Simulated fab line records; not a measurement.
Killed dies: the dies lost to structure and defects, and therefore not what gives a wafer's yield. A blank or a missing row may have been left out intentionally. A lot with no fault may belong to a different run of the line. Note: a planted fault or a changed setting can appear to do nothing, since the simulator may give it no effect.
Struck lot and sound lot, side by side    flow n5 finfet    36 out of 1938 route steps
Sound: the wafers L893.4, L893.5, L893.6. Struck: wafers L888.3, L888.5, L888.6. The cause is given at the end.
Per side, at each step with rows, come the tool, then ch with its chambers, and then its first start. Under that, the readings that differ: sound wafers    struck wafers    difference of the means    sigmas: that difference in standard deviations of wafers without a fault.
alike: readings whose means differ by less than 2 such deviations, and words and numbers that are the same on both sides. not compared: withheld readings, readings that some wafer has no value for, bounds like >300 that may hide the same value, and numbers for which the record gives no deviation and whose values overlap.
The two part at a step that has a row with sigmas, a row that says differs or no value, or rows on one side only. When numbers do not overlap yet have no deviation, they are printed without sigmas and do not part them. A reading missing from all wafers of one side parts the sides only when that side holds two or more wafers.

first, 12 steps without rows for these wafers: N5_SD_EPI_P_STRIP_38 (strips in N2/H2); N5_SD_EPI_P_ETCHBACK_46 (etches SiNx in CH3F/O2, stops on SiO2, target depth 17.5 nm); N5_SD_EPI_P_ETCH_47 (etches SiOCN in CH3F/O2, target depth 25 nm); N5_SD_EPI_P_ETCH_16 (etches SiO2 in CHF3/O2, target depth 5 nm); N5_SD_EPI_P_STRIP_50 (strips in CHF3/O2); N5_SD_EPI_P_SD_RECESS_17 (chemistry HBr/Cl2/O2, target depth 39.1 nm, bt time 3 s); N5_SD_EPI_P_WET_ETCH_45 (etches SiO2 in dHF, time 10.7 s, target depth 2 nm, rinse time 30 s); N5_SD_EPI_P_STRIP_40 (strips in N2/H2); N5_SD_EPI_P_PRECLEAN_52 (cleans in O3/DIW, time 60 s); N5_SD_EPI_P_SRD_20 (time 30 s); N5_SD_EPI_P_PRECLEAN_51 (cleans in NF3:NH3, afs cycles 1, time 20 s, sublimation time 60 s); N5_SD_EPI_P_VAPOR_ETCH_44 (etches SiGe30 in NF3/Ar, time 3.3 s).
N5_SD_EPI_P_EPI_21: deposits SiGe:B, time 355 s.
  sound on epi rpcvd-02 ch 0, day 8 14:34; struck on epi rpcvd-01 ch 0, day 7 19:40
then, 8 steps without rows for these wafers: N5_SD_EPI_P_HM_STRIP_48 (strips SiNx in H3PO4, material SiNx, target depth 3 nm); N5_SD_EPI_P_SRD_49 (time 30 s); N5_SD_EPI_P_PRECLEAN_24 (cleans in O3/DIW, time 45 s); N5_SD_EPI_P_PRECLEAN_32 (cleans in dHF, time 10 s); N5_SD_EPI_P_PRECLEAN_33 (cleans in SC2, time 45 s); N5_SD_EPI_P_SRD_25 (time 30 s); N5_SD_ACTIVATION_RTA_00 (time 0 s); N5_SD_ACTIVATION_LSA_01 (time 0.0008 s).
N5_SD_ACTIVATION_RS_MEAS_03: a four-point-probe measurement.
  sound on film metro-02, day 8 16:22; struck on film metro-02, day 7 23:01
reading           sound           struck             difference  sigmas
RS_SD_P (ohm/sq)  55.3 54.7 54.9  113.6 114.0 114.6  +59.1       +72
  alike: RS_SD_N
then, 12 steps without rows for these wafers: N5_ILD0_LINER_00 (material SiNx, target thk 4 nm, pulse time 1 s, purge time 2 s); N5_ILD0_FCVD_FILL_01 (material SiO2 flowable, target thk 200 nm, time 328.3 s); N5_ILD0_CURE_02 (time 1800 s); N5_ILD0_CMP_03 (polishes, stops on SiNx, t overpolish 1.9 s, target thk 197.38 nm); N5_ILD0_CMP_07 (polishes SiO2 flowable, stops on poly-Si, t overpolish 1.18 s, target thk 138.88 nm); N5_ILD0_PRECLEAN_10 (cleans in NF3:NH3, afs cycles 5, time 20 s, sublimation time 60 s); N5_ILD0_ALD_15 (deposits SiNx, target thk 24 nm, pulse time 1 s, ald cycles 480); N5_ILD0_CMP_12 (polishes SiNx, stops on poly-Si, t overpolish 6 s, target thk 17.67 nm); N5_SDB_HM_DEP_00 (deposits SiNx from SiH4/NH3/N2, target thk 40 nm, time 35.3 s); N5_SDB_COAT_03 (time 60 s, resist thk 100 nm); N5_SDB_COAT_04 (time 60 s, resist thk 18 nm); N5_SDB_COAT_05 (resist thk 90 nm).
-- the record jumps here: 6 days lie between the struck wafers' starts before and after (it left off in module SDB and takes up again in module BEOL_M4, whose first step shown is number 1111 of the route) --
N5_BEOL_M4_RC_MEAS_101:
  sound on prober-01 ch 0, day 14 17:30; struck on prober-02 ch 0, day 13 14:38
reading              sound              struck                difference  sigmas
DIBL_P (mV/V)        38.4 34.9 35.2     29.9 31.5 29.6        -5.8        -3
IOFF_P (nA/um)       0.25 0.20 0.21     0.13 0.14 0.12        -0.09       -3
IOFF_P_85C (nA/um)   4.2 3.5 3.6        2.4 2.6 2.3           -1.3        -3
IOFF_P_LIN (nA/um)   0.115 0.097 0.101  0.070 0.075 0.068     -0.033      -3
ION_P (uA/um)        466 472 477        428 432 415           -47         -5
RC_DENSE_P (ohm.um)  23.6 23.6 23.5     39.8 40.6 40.2        +16.6       +26
RC_P (ohm.um)        19.1 19.6 18.9     32.6 32.9 32.7        +13.5       +26
REXT_P (ohm.um)      99.1 100.9 99.0    171.8 172.7 174.0     +73.2       +33
RS_SD_P (ohm/sq)     65.3 64.7 65.0     127.4 127.6 127.9     +62.6       +67
VT_P (mV)            -248 -248 -250     -256 -255 -256        -7          -2
VT_P_LVT (mV)        -96.3 -99.5 -98.9  -103.1 -103.9 -105.4  -5.9        -2
  alike: DIBL_N, IOFF_N, ION_N, SS_N, SS_P, VT_N
-- the record jumps here: 5 days lie between the struck wafers' starts before and after (it left off in module BEOL_M4 and takes up again in module PASSIVATION, whose first step shown is number 1936 of the route) --
N5_PASSIVATION_PROBE_49:
  sound on prober-02, day 19 04:20; struck on prober-02, day 18 08:12
reading               sound           struck             difference  sigmas
sort_bin_8_speed (%)  0 0 0           32.63 28.14 91.10  +50.62      +99 or more
sort n pass           1080 1093 1078  704 768 6          -591        -37
sort yield pct (%)    91.5 92.6 91.4  59.7 65.1 0.5      -50.1       -39
  alike: defect limited yield, killed_at_M0_to_M3, killed_at_M4_up, killed at contacts, killed at front end, killed at other, killed dies, killed open, killed short, sort_bin_4_leakage, sort_bin_5_function, sort_bin_6_memory

== WHERE THEY PART ==
First at N5_SD_ACTIVATION_RS_MEAS_03; last, within this record, at N5_PASSIVATION_PROBE_49.

WHY: whatever the simulator had introduced
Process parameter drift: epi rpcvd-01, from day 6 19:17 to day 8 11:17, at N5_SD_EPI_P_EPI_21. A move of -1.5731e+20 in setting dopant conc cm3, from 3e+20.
